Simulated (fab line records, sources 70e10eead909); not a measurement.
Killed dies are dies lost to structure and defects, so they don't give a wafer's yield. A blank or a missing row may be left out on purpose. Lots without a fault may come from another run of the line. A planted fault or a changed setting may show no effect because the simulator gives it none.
One fault seen from 3 desks | flow nand_harc | each desk has only its own numbers; what lay behind them comes last

THE DEFECT DESK
What the inspections along the route counted, lot by lot: means of the sampled wafers that have a number. A lot is out of limits, marked OUT, if its mean lies more than 4 standard deviations from the usual mean; the brackets give that distance.
Columns: A = raw_defect_count at NHARC_P_GATE_INSPECT_68, usual 230
lot  | first seen here | A
L923 | day 5 11:46     | 237
L924 | day 5 23:05     | 178
L925 | day 6 01:59     | 134
L927 | day 6 14:23     | 118
L928 | day 7 03:58     | 142
L929 | day 7 04:18     | 260
L931 | day 7 16:36     | 356
L939 | day 9 17:34     | 1072 (+8.6) OUT
L941 | day 10 02:59    | 1148 (+9.4) OUT
L942 | day 10 09:40    | 1169 (+9.6) OUT
L944 | day 10 20:16    | 173
L943 | day 10 21:01    | 235
This desk's finding: out of limits on L939, L941, L942; first on L939, day 9 17:34 (raw_defect_count at NHARC_P_GATE_INSPECT_68). In limits: L923, L924, L925, L927, L928, L929, L931, L944, L943.

THE METROLOGY DESK
What the gauges read, lot by lot, whatever tool the lot ran on: means of the sampled wafers that have a number. A lot is out of limits, marked OUT, if its mean lies more than 4 standard deviations from the usual mean; the brackets give that distance.
Columns: A = overlay_x_nm at NHARC_P_CONTACT_OVL_MEAS_13, usual 0.1 nm; B = overlay_y_nm at NHARC_P_CONTACT_OVL_MEAS_13, usual 0.1 nm
lot  | first seen here | A    | B
L923 | day 5 13:50     | 0.4  | 0.3
L924 | day 6 00:39     | 2.0  | -0.6
L925 | day 6 03:42     | -0.5 | 0.6
L927 | day 6 15:58     | 1.4  | 0.5
L928 | day 7 05:40     | -1.0 | 1.4
L929 | day 7 05:52     | -0.1 | -0.0
L931 | day 7 18:23     | 0.1  | -0.7
L939 | day 9 19:20     | 0.1  | -0.5
L941 | day 10 04:42    | 0.7  | -0.0
L942 | day 10 11:25    | 0.6  | 0.9
L944 | day 10 21:58    | 0.1  | 0.6
L943 | day 10 22:50    | -0.2 | -0.5
This desk's finding: nothing out of limits on any of the 12 lots.

THE TOOL OWNER'S DESK: rie_diel-10
The tool's own readings at NHARC_P_GATE_STRIP_101 (strips in O2, time 20 s): means of the sampled wafers that have a number, for each lot that ran on this tool. A lot is out of limits, marked OUT, if its mean lies more than 4 standard deviations from the usual mean; the brackets give that distance.
Columns: A = drypump_motor_current_A at NHARC_P_GATE_STRIP_101, usual 5.7 A; B = oes_product_au at NHARC_P_GATE_STRIP_101, usual 1.004 a.u.; C = rf_vpp_V at NHARC_P_GATE_STRIP_101, usual 57.5 V; D = showerhead_plenum_p_Torr at NHARC_P_GATE_STRIP_101, usual 3.45 Torr; E = throttle_valve_pct at NHARC_P_GATE_STRIP_101, usual 17.037 %
lot  | first seen here | A   | B     | C    | D    | E
L923 | day 5 03:21     | 5.7 | 1.006 | 56.9 | 3.58 | 17.034
L924 | day 5 15:50     | 5.7 | 1.009 | 58.1 | 3.52 | 17.035
L929 | day 6 20:31     | 5.8 | 1.007 | 57.6 | 3.60 | 17.037
L931 | day 7 08:54     | 5.3 | 1.004 | 58.0 | 3.41 | 17.035
L939 | day 9 09:30     | 5.5 | 1.019 | 57.7 | 3.50 | 17.040
L941 | day 9 18:58     | 5.7 | 1.015 | 57.7 | 3.51 | 17.045
L942 | day 10 02:04    | 5.7 | 1.013 | 57.8 | 3.56 | 17.026
This desk's finding: nothing out of limits on any of the 7 lots.

PUT TOGETHER
The defect desk could have raised an alarm at day 9 17:34, on L939, L941, L942.
The metrology desk saw nothing out of limits.
The tool owner's desk saw nothing out of limits.
The metrology desk has L939, L941, L942 on record, within its limits.
The tool owner's desk has L939, L941, L942 on record, within its limits.
Of the lots named, all ran NHARC_P_GATE_STRIP_101 on rie_diel-10.

WHAT THE SIMULATOR HAD PUT IN
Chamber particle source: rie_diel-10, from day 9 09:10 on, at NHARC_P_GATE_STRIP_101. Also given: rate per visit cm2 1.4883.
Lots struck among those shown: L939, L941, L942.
Hours from the fault's start to each desk's first reading out of limits: the defect desk, 8.
